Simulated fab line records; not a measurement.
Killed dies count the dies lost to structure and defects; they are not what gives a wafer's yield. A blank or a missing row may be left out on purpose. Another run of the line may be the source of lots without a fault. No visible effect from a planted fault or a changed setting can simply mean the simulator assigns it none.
Which of the tools did it? | flow n5-finfet | 12 lots, 36 wafers sampled, at 2 steps of a route of 1938

== WHAT THE GAUGES SHOWED, per wafer ==
N5_BEOL_M15_CD_MEAS_10 targets a cd of 360 nm.
lot  | measured     | on        | cd-nm (nm)
L758 | day 11 06:20 | cd-sem-02 | 364.1 361.0 361.4
L759 | day 11 19:58 | cd-sem-02 | 362.3 362.2 363.4
L760 | day 11 21:04 | cd-sem-02 | 362.9 362.1 364.1
L762 | day 12 11:04 | cd-sem-01 | 360.6 359.9 360.0
L763 | day 12 13:51 | cd-sem-02 | 363.4 364.4 364.2
L764 | day 13 03:48 | cd-sem-01 | 361.5 362.1 362.4
L765 | day 13 13:32 | cd-sem-03 | 363.1 361.8 361.1
L768 | day 14 08:22 | cd-sem-02 | 359.3 360.5 359.4
L770 | day 14 19:43 | cd-sem-03 | 358.7 360.3 359.1
L773 | day 15 05:41 | cd-sem-02 | 361.9 361.2 360.4
L779 | day 17 07:51 | cd-sem-03 | 359.6 358.2 358.3
L780 | day 17 11:36 | cd-sem-03 | 360.9 360.4 361.1

== WHICH TOOL RAN EACH LOT (tool, then ch and the chambers of the sampled wafers, then the start) ==
lot  | N5_BEOL_M12_PRE_CLEAN_42
L758 | pvd-sputter-03, day 10 14:14
L759 | pvd-sputter-02, day 10 20:38
L760 | pvd-sputter-02, day 11 04:34
L762 | pvd-sputter-02, day 11 18:28
L763 | pvd-sputter-02, day 12 00:23
L764 | pvd-sputter-03, day 12 16:35
L765 | pvd-sputter-02, day 13 00:22
L768 | pvd-sputter-02, day 13 19:02
L770 | pvd-sputter-02, day 14 06:45
L773 | pvd-sputter-02, day 14 14:11
L779 | pvd-sputter-01, day 16 13:51
L780 | pvd-sputter-03, day 16 22:45
- N5_BEOL_M12_PRE_CLEAN_42: time 30 s.

== WHAT THE TOOLS THEMSELVES READ (means of the sampled wafers that have a number; where no wafer has one, the mark that the record gives instead) ==
N5_BEOL_M12_PRE_CLEAN_42.
lot  | tool           | heater-power-w (W)
L758 | pvd-sputter-03 | 380
L759 | pvd-sputter-02 | 331
L760 | pvd-sputter-02 | 326
L762 | pvd-sputter-02 | 323
L763 | pvd-sputter-02 | 319
L764 | pvd-sputter-03 | 374
L765 | pvd-sputter-02 | 337
L768 | pvd-sputter-02 | 338
L770 | pvd-sputter-02 | 319
L773 | pvd-sputter-02 | 313
L779 | pvd-sputter-01 | 320
L780 | pvd-sputter-03 | 359

== THE ANSWER, worked out from the rows above alone ==
Rule: usual is defined by the lots themselves. Put in order of their means at a reading, lots are off if they are a third of the lots or fewer, leave a main group of 4 or more, and stand apart from it by a gap of 3 or more times the standard deviation of the main group's means; of several such gaps the widest counts. If all means in a main group match to the digits the tables above print for the reading, that group is not used. A lot without any number at a reading at which 4 lots or more have one is off too. All remaining lots with rows at the step are treated as sound. After the gauges, taken in route order, come the tools' own readings; for these a lot's mean is taken, as printed above. At the first step where some lot is off, the reading lying furthest off is the one used; lots without a number count as furthest.
Across all readings shown, no lot is off: no conclusion can be drawn from this.

== WHAT HAD BEEN PUT IN BY THE SIMULATOR ==
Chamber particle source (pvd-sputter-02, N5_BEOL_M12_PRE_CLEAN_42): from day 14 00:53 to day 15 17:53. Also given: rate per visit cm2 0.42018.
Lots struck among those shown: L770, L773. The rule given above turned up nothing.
